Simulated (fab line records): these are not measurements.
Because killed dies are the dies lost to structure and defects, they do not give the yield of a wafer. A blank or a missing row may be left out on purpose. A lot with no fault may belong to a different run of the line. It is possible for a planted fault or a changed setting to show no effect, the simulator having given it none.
Which tool was responsible? / flow nandHarc / 33 wafers from 11 lots sampled at 6 of the route's 1302 steps

== WHAT THE GAUGES READ, wafer by wafer ==
NHARC_P_ZERO_WELL_CD_MEAS_37: the cd target is 720 nm.
lot=L338; measured=day 2 10:05; on=cdSem-03; cdNm (nm)=719.9 719.6 720.1
lot=L341; measured=day 3 16:02; on=cdSem-01; cdNm (nm)=722.8 720.4 721.9
lot=L342; measured=day 4 02:08; on=cdSem-02; cdNm (nm)=718.5 718.9 718.4
lot=L344; measured=day 4 22:06; on=cdSem-03; cdNm (nm)=720.0 719.6 719.0
lot=L345; measured=day 5 08:14; on=cdSem-02; cdNm (nm)=719.6 718.8 717.7
lot=L347; measured=day 6 04:11; on=cdSem-02; cdNm (nm)=718.2 717.2 717.4
lot=L350; measured=day 7 10:09; on=cdSem-03; cdNm (nm)=783.6 782.3 782.2
lot=L355; measured=day 9 12:11; on=cdSem-01; cdNm (nm)=721.6 721.6 721.4
lot=L358; measured=day 10 18:08; on=cdSem-02; cdNm (nm)=719.6 720.1 719.2
lot=L359; measured=day 11 04:15; on=cdSem-03; cdNm (nm)=718.4 718.7 720.0
lot=L360; measured=day 11 14:14; on=cdSem-02; cdNm (nm)=721.4 720.5 721.9

NHARC_END_SORT_01.
lot=L350; measured=day 30 04:56; on=prober-02; killedAtArray=84 76; killedAtOther=0 0; killedAtPeriphery=4 3; killedDies=88 79; killedOpen=4 5; killedShort=1 2

== WHICH TOOL RAN EACH LOT (tool, then ch and the chambers of the sampled wafers, then the start) ==
lot=L338; NHARC_P_ZERO_WELL_EXPOSE_34=krfScanner-02 ch 0, day 2 09:56; NHARC_P_ZERO_WELL_DESCUM_39=rieDiel-02 ch 0,2,3, day 2 10:16; NHARC_P_STI_ETCH_42=rieDiel-13 ch 1,2, day 3 07:58; NHARC_P_GATE_DESCUM_61=rieDiel-01 ch 0,2,3, day 5 22:37
lot=L341; NHARC_P_ZERO_WELL_EXPOSE_34=krfScanner-04 ch 0, day 3 15:53; NHARC_P_ZERO_WELL_DESCUM_39=rieDiel-03 ch 0,1,3, day 3 16:12; NHARC_P_STI_ETCH_42=rieDiel-10 ch 2,3, day 4 11:16; NHARC_P_GATE_DESCUM_61=rieDiel-12 ch 1,2, day 7 01:13
lot=L342; NHARC_P_ZERO_WELL_EXPOSE_34=krfScanner-01 ch 0, day 4 01:58; NHARC_P_ZERO_WELL_DESCUM_39=rieDiel-08 ch 0,2,3, day 4 02:17; NHARC_P_STI_ETCH_42=rieDiel-10 ch 0,1,2, day 4 22:37; NHARC_P_GATE_DESCUM_61=rieDiel-09 ch 0,2,3, day 7 15:08
lot=L344; NHARC_P_ZERO_WELL_EXPOSE_34=krfScanner-01 ch 0, day 4 21:57; NHARC_P_ZERO_WELL_DESCUM_39=rieDiel-03 ch 2,3, day 4 22:16; NHARC_P_STI_ETCH_42=rieDiel-10 ch 1,2,3, day 5 18:51; NHARC_P_GATE_DESCUM_61=rieDiel-01 ch 0,1,2, day 9 00:24
lot=L345; NHARC_P_ZERO_WELL_EXPOSE_34=krfScanner-04 ch 0, day 5 08:04; NHARC_P_ZERO_WELL_DESCUM_39=rieDiel-02 ch 1,2,3, day 5 08:23; NHARC_P_STI_ETCH_42=rieDiel-13 ch 0,2, day 6 02:32; NHARC_P_GATE_DESCUM_61=rieDiel-09 ch 0,2,3, day 9 09:17
lot=L347; NHARC_P_ZERO_WELL_EXPOSE_34=krfScanner-02 ch 0, day 6 04:01; NHARC_P_ZERO_WELL_DESCUM_39=rieDiel-08 ch 0,2,3, day 6 04:22; NHARC_P_STI_ETCH_42=rieDiel-10 ch 0,2,3, day 7 04:47; NHARC_P_GATE_DESCUM_61=rieDiel-09 ch 0,2,3, day 10 05:54
lot=L350; NHARC_P_ZERO_WELL_EXPOSE_34=krfScanner-02 ch 0, day 7 09:59; NHARC_P_ZERO_WELL_DESCUM_39=rieDiel-03 ch 0,1,2, day 7 10:19; NHARC_P_STI_ETCH_42=rieDiel-10 ch 0,1,2, day 8 05:08; NHARC_P_GATE_DESCUM_61=rieDiel-09 ch 0,2,3, day 10 22:21
lot=L355; NHARC_P_ZERO_WELL_EXPOSE_34=krfScanner-01 ch 0, day 9 12:02; NHARC_P_ZERO_WELL_DESCUM_39=rieDiel-08 ch 0,1,3, day 9 12:21; NHARC_P_STI_ETCH_42=rieDiel-13 ch 1,2,3, day 10 07:26; NHARC_P_GATE_DESCUM_61=rieDiel-01 ch 0,2,3, day 12 22:54
lot=L358; NHARC_P_ZERO_WELL_EXPOSE_34=krfScanner-01 ch 0, day 10 17:59; NHARC_P_ZERO_WELL_DESCUM_39=rieDiel-03 ch 0,1, day 10 18:19; NHARC_P_STI_ETCH_42=rieDiel-10 ch 0,2,3, day 11 12:31; NHARC_P_GATE_DESCUM_61=rieDiel-09 ch 0,3, day 14 05:50
lot=L359; NHARC_P_ZERO_WELL_EXPOSE_34=krfScanner-02 ch 0, day 11 04:05; NHARC_P_ZERO_WELL_DESCUM_39=rieDiel-02 ch 0,1,3, day 11 04:25; NHARC_P_STI_ETCH_42=rieDiel-13 ch 0,2,3, day 12 01:04; NHARC_P_GATE_DESCUM_61=rieDiel-09 ch 0,1,2, day 14 18:37
lot=L360; NHARC_P_ZERO_WELL_EXPOSE_34=krfScanner-04 ch 0, day 11 14:04; NHARC_P_ZERO_WELL_DESCUM_39=rieDiel-03 ch 0,1,2, day 11 14:23; NHARC_P_STI_ETCH_42=rieDiel-10 ch 0,2, day 12 10:28; NHARC_P_GATE_DESCUM_61=rieDiel-09 ch 0,1,2, day 15 04:27
- NHARC_P_ZERO_WELL_EXPOSE_34: exposes mask P PWELL, target cd 720 nm.
- NHARC_P_ZERO_WELL_DESCUM_39: chemistry O2, time 3 s.
- NHARC_P_STI_ETCH_42: etches the open film in N2/H2, target depth 80 nm, overetch 24 nm, time 61 s.
- NHARC_P_GATE_DESCUM_61: chemistry O2, time 3 s.

== AS READ BY THE TOOLS THEMSELVES (means over the sampled wafers that have a number; for cases with no such wafer, the mark the record gives instead) ==
NHARC_P_ZERO_WELL_EXPOSE_34.
lot=L338; tool=krfScanner-02; stageVelMmS (mm/s)=500.20
lot=L341; tool=krfScanner-04; stageVelMmS (mm/s)=499.95
lot=L342; tool=krfScanner-01; stageVelMmS (mm/s)=500.34
lot=L344; tool=krfScanner-01; stageVelMmS (mm/s)=499.68
lot=L345; tool=krfScanner-04; stageVelMmS (mm/s)=499.85
lot=L347; tool=krfScanner-02; stageVelMmS (mm/s)=500.09
lot=L350; tool=krfScanner-02; stageVelMmS (mm/s)=499.62
lot=L355; tool=krfScanner-01; stageVelMmS (mm/s)=500.00
lot=L358; tool=krfScanner-01; stageVelMmS (mm/s)=500.32
lot=L359; tool=krfScanner-02; stageVelMmS (mm/s)=499.72
lot=L360; tool=krfScanner-04; stageVelMmS (mm/s)=499.98

NHARC_P_ZERO_WELL_DESCUM_39.
lot=L338; tool=rieDiel-02; drypumpMotorCurrentA (A)=6.1; oesProductAu (a.u.)=0.984; rfVppV (V)=58.3; showerheadPlenumPTorr (Torr)=1.91; throttleValvePct (%)=11.315
lot=L341; tool=rieDiel-03; drypumpMotorCurrentA (A)=5.8; oesProductAu (a.u.)=1.006; rfVppV (V)=58.1; showerheadPlenumPTorr (Torr)=1.90; throttleValvePct (%)=11.316
lot=L342; tool=rieDiel-08; drypumpMotorCurrentA (A)=6.2; oesProductAu (a.u.)=1.003; rfVppV (V)=57.9; showerheadPlenumPTorr (Torr)=1.98; throttleValvePct (%)=11.310
lot=L344; tool=rieDiel-03; drypumpMotorCurrentA (A)=6.3; oesProductAu (a.u.)=1.003; rfVppV (V)=57.6; showerheadPlenumPTorr (Torr)=1.84; throttleValvePct (%)=11.319
lot=L345; tool=rieDiel-02; drypumpMotorCurrentA (A)=5.9; oesProductAu (a.u.)=0.980; rfVppV (V)=58.5; showerheadPlenumPTorr (Torr)=1.96; throttleValvePct (%)=11.313
lot=L347; tool=rieDiel-08; drypumpMotorCurrentA (A)=6.2; oesProductAu (a.u.)=1.001; rfVppV (V)=57.9; showerheadPlenumPTorr (Torr)=1.98; throttleValvePct (%)=11.310
lot=L350; tool=rieDiel-03; drypumpMotorCurrentA (A)=5.9; oesProductAu (a.u.)=1.002; rfVppV (V)=58.1; showerheadPlenumPTorr (Torr)=1.92; throttleValvePct (%)=11.306
lot=L355; tool=rieDiel-08; drypumpMotorCurrentA (A)=6.1; oesProductAu (a.u.)=1.005; rfVppV (V)=57.8; showerheadPlenumPTorr (Torr)=1.94; throttleValvePct (%)=11.315
lot=L358; tool=rieDiel-03; drypumpMotorCurrentA (A)=5.6; oesProductAu (a.u.)=1.003; rfVppV (V)=57.8; showerheadPlenumPTorr (Torr)=1.96; throttleValvePct (%)=11.317
lot=L359; tool=rieDiel-02; drypumpMotorCurrentA (A)=5.7; oesProductAu (a.u.)=1.000; rfVppV (V)=58.3; showerheadPlenumPTorr (Torr)=1.91; throttleValvePct (%)=11.321
lot=L360; tool=rieDiel-03; drypumpMotorCurrentA (A)=5.9; oesProductAu (a.u.)=0.994; rfVppV (V)=57.8; showerheadPlenumPTorr (Torr)=1.91; throttleValvePct (%)=11.306

NHARC_P_STI_ETCH_42.
lot=L338; tool=rieDiel-13; drypumpMotorCurrentA (A)=5.32; oesProductAu (a.u.)=1.007; rfFwdPowerW (W)=396.0; rfVppV (V)=432.2; showerheadPlenumPTorr (Torr)=2.08; throttleValvePct (%)=14.165
lot=L341; tool=rieDiel-10; drypumpMotorCurrentA (A)=5.42; oesProductAu (a.u.)=1.001; rfFwdPowerW (W)=394.7; rfVppV (V)=430.3; showerheadPlenumPTorr (Torr)=2.05; throttleValvePct (%)=14.166
lot=L342; tool=rieDiel-10; drypumpMotorCurrentA (A)=5.65; oesProductAu (a.u.)=0.998; rfFwdPowerW (W)=395.0; rfVppV (V)=433.2; showerheadPlenumPTorr (Torr)=2.12; throttleValvePct (%)=14.171
lot=L344; tool=rieDiel-10; drypumpMotorCurrentA (A)=5.53; oesProductAu (a.u.)=1.009; rfFwdPowerW (W)=396.4; rfVppV (V)=431.1; showerheadPlenumPTorr (Torr)=2.07; throttleValvePct (%)=14.171
lot=L345; tool=rieDiel-13; drypumpMotorCurrentA (A)=5.67; oesProductAu (a.u.)=0.992; rfFwdPowerW (W)=395.8; rfVppV (V)=430.5; showerheadPlenumPTorr (Torr)=2.04; throttleValvePct (%)=14.173
lot=L347; tool=rieDiel-10; drypumpMotorCurrentA (A)=5.50; oesProductAu (a.u.)=1.008; rfFwdPowerW (W)=395.4; rfVppV (V)=432.5; showerheadPlenumPTorr (Torr)=2.10; throttleValvePct (%)=14.168
lot=L350; tool=rieDiel-10; drypumpMotorCurrentA (A)=5.63; oesProductAu (a.u.)=1.000; rfFwdPowerW (W)=394.7; rfVppV (V)=432.3; showerheadPlenumPTorr (Torr)=2.12; throttleValvePct (%)=14.178
lot=L355; tool=rieDiel-13; drypumpMotorCurrentA (A)=5.35; oesProductAu (a.u.)=1.001; rfFwdPowerW (W)=396.4; rfVppV (V)=433.3; showerheadPlenumPTorr (Torr)=2.14; throttleValvePct (%)=14.162
lot=L358; tool=rieDiel-10; drypumpMotorCurrentA (A)=5.49; oesProductAu (a.u.)=1.009; rfFwdPowerW (W)=395.5; rfVppV (V)=432.4; showerheadPlenumPTorr (Torr)=2.10; throttleValvePct (%)=14.175
lot=L359; tool=rieDiel-13; drypumpMotorCurrentA (A)=5.34; oesProductAu (a.u.)=0.997; rfFwdPowerW (W)=396.0; rfVppV (V)=432.1; showerheadPlenumPTorr (Torr)=2.09; throttleValvePct (%)=14.179
lot=L360; tool=rieDiel-10; drypumpMotorCurrentA (A)=5.62; oesProductAu (a.u.)=0.998; rfFwdPowerW (W)=397.0; rfVppV (V)=433.9; showerheadPlenumPTorr (Torr)=2.16; throttleValvePct (%)=14.175

NHARC_P_GATE_DESCUM_61.
lot=L338; tool=rieDiel-01; drypumpMotorCurrentA (A)=5.6; oesProductAu (a.u.)=1.007; rfVppV (V)=57.8; showerheadPlenumPTorr (Torr)=1.95; throttleValvePct (%)=11.308
lot=L341; tool=rieDiel-12; drypumpMotorCurrentA (A)=5.5; oesProductAu (a.u.)=1.007; rfVppV (V)=58.0; showerheadPlenumPTorr (Torr)=1.92; throttleValvePct (%)=11.306
lot=L342; tool=rieDiel-09; drypumpMotorCurrentA (A)=6.0; oesProductAu (a.u.)=1.004; rfVppV (V)=57.1; showerheadPlenumPTorr (Torr)=2.00; throttleValvePct (%)=11.311
lot=L344; tool=rieDiel-01; drypumpMotorCurrentA (A)=5.2; oesProductAu (a.u.)=1.000; rfVppV (V)=58.6; showerheadPlenumPTorr (Torr)=1.99; throttleValvePct (%)=11.318
lot=L345; tool=rieDiel-09; drypumpMotorCurrentA (A)=6.0; oesProductAu (a.u.)=0.993; rfVppV (V)=58.7; showerheadPlenumPTorr (Torr)=2.00; throttleValvePct (%)=11.296
lot=L347; tool=rieDiel-09; drypumpMotorCurrentA (A)=6.0; oesProductAu (a.u.)=0.992; rfVppV (V)=58.1; showerheadPlenumPTorr (Torr)=2.00; throttleValvePct (%)=11.314
lot=L350; tool=rieDiel-09; drypumpMotorCurrentA (A)=6.1; oesProductAu (a.u.)=1.000; rfVppV (V)=58.5; showerheadPlenumPTorr (Torr)=2.00; throttleValvePct (%)=11.302
lot=L355; tool=rieDiel-01; drypumpMotorCurrentA (A)=5.6; oesProductAu (a.u.)=1.001; rfVppV (V)=57.7; showerheadPlenumPTorr (Torr)=1.94; throttleValvePct (%)=11.313
lot=L358; tool=rieDiel-09; drypumpMotorCurrentA (A)=5.9; oesProductAu (a.u.)=1.001; rfVppV (V)=58.2; showerheadPlenumPTorr (Torr)=2.05; throttleValvePct (%)=11.311
lot=L359; tool=rieDiel-09; drypumpMotorCurrentA (A)=6.2; oesProductAu (a.u.)=0.992; rfVppV (V)=57.9; showerheadPlenumPTorr (Torr)=1.94; throttleValvePct (%)=11.320
lot=L360; tool=rieDiel-09; drypumpMotorCurrentA (A)=6.1; oesProductAu (a.u.)=1.002; rfVppV (V)=57.9; showerheadPlenumPTorr (Torr)=1.94; throttleValvePct (%)=11.313

== THE ANSWER, worked out from the rows above alone ==
Rule: usual is defined by the lots themselves. The widest of any qualifying gaps counts: lots, ordered by their means at a reading, are off when they make up no more than a third of the lots, leave a main group of 4 or more, and stand apart from it by 3 or more times the standard deviation of that group's means. Not used: any main group whose means are identical at the precision the tables above print for the reading. Also off: a lot with no number at a reading for which 4 or more lots have one. The other lots that the step has rows for count as sound. First the gauges in route order, then the tools' own readings, where a lot's mean is used as printed above. At the first step where some lot is off, the reading lying furthest off is the one used; lots without a number count as furthest.
Off: L350, at NHARC_P_ZERO_WELL_CD_MEAS_37 (cdNm). Main group: mean 719.7 nm, sd 1.3.
A tool fits if, at a process step before that reading, it ran every lot that is off, and no sound lot after the first of them. Those tools and the gauges at NHARC_P_ZERO_WELL_CD_MEAS_37 are tried in the same way. Not one of the candidates tried fits.

== WHAT THE SIMULATOR HAD PUT IN ==
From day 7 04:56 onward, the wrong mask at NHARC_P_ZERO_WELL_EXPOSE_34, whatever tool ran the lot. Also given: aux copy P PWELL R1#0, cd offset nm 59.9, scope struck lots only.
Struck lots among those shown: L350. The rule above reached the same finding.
